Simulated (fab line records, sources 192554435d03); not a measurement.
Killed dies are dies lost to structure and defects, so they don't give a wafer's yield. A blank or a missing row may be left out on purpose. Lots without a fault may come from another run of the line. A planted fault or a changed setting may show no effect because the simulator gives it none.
Chamber matching | flow n5_finfet | N5_BEOL_M1_PECVD_72 on pecvd-02: 3 sister chambers
The step deposits SiO2 from TEOS/O2, target thk 16 nm, time 18 s. 14 wafers are shown with their chamber, then 7 later ones without.

WAFERS WITH THEIR CHAMBER
wafer  | chamber | throttle_valve_pct (%) | showerhead_plenum_p_Torr (Torr) | heater_power_w (W)
L907.2 | 0       | 24.4                   | 8.73                            | 832
L907.3 | 1       | 23.1                   | 8.77                            | 729
L907.5 | 2       | 21.6                   | 8.73                            | 851
L908.1 | 1       | 23.2                   | 8.78                            | 647
L908.2 | 2       | 21.6                   | 8.71                            | 835
L908.6 | 1       | 22.6                   | 8.79                            | 646
L912.1 | 0       | 24.5                   | 8.76                            | 728
L912.2 | 1       | 23.0                   | 8.77                            | 749
L912.5 | 0       | 24.4                   | 8.76                            | 720
L913.2 | 2       | 21.9                   | 8.72                            | 795
L913.4 | 2       | 21.9                   | 8.73                            | 800
L913.5 | 1       | 22.8                   | 8.80                            | 764
L914.1 | 1       | 23.1                   | 8.79                            | 752
L914.3 | 2       | 21.9                   | 8.73                            | 768

SIGNATURES (means of the wafers above)
reading                  | chamber 0 | chamber 1 | chamber 2 | scatter within a chamber
throttle_valve_pct       | 24.433    | 22.967    | 21.780    | 0.183
showerhead_plenum_p_Torr | 8.7500    | 8.7833    | 8.7240    | 0.0123
heater_power_w           | 760.00    | 714.50    | 809.80    | 49.3
Rule: a wafer's distance from a chamber is the root of the sum, over the readings, of the square of ((its reading less the chamber's mean) divided by the reading's scatter). The wafer belongs to the nearest chamber; if the next one is less than 2 further off, it can't be placed. The scatter: the root of (the sum of the squares of (reading less its chamber's mean) over the shown wafers, divided by (wafers less chambers)).

WAFERS WITHOUT THEIR CHAMBER
wafer  | throttle_valve_pct (%) | showerhead_plenum_p_Torr (Torr) | heater_power_w (W)
L914.5 | 21.9                   | 8.72                            | 785
L917.1 | 23.0                   | 8.80                            | 756
L917.3 | 24.4                   | 8.74                            | 845
L917.6 | 22.8                   | 8.78                            | 753
L926.2 | 21.9                   | 8.72                            | 877
L926.3 | 24.1                   | 8.74                            | 778
L926.4 | 22.6                   | 8.78                            | 742

WHICH CHAMBER EACH WENT THROUGH
wafer  | from the rows above | in truth
L914.5 | 2                   | 2
L917.1 | 1                   | 1
L917.3 | 0                   | 0
L917.6 | 1                   | 1
L926.2 | 2                   | 2
L926.3 | 0                   | 0
L926.4 | 1                   | 1
Placed correctly: 7 of 7. Can't be placed from these rows: 0. Placed wrongly: 0.
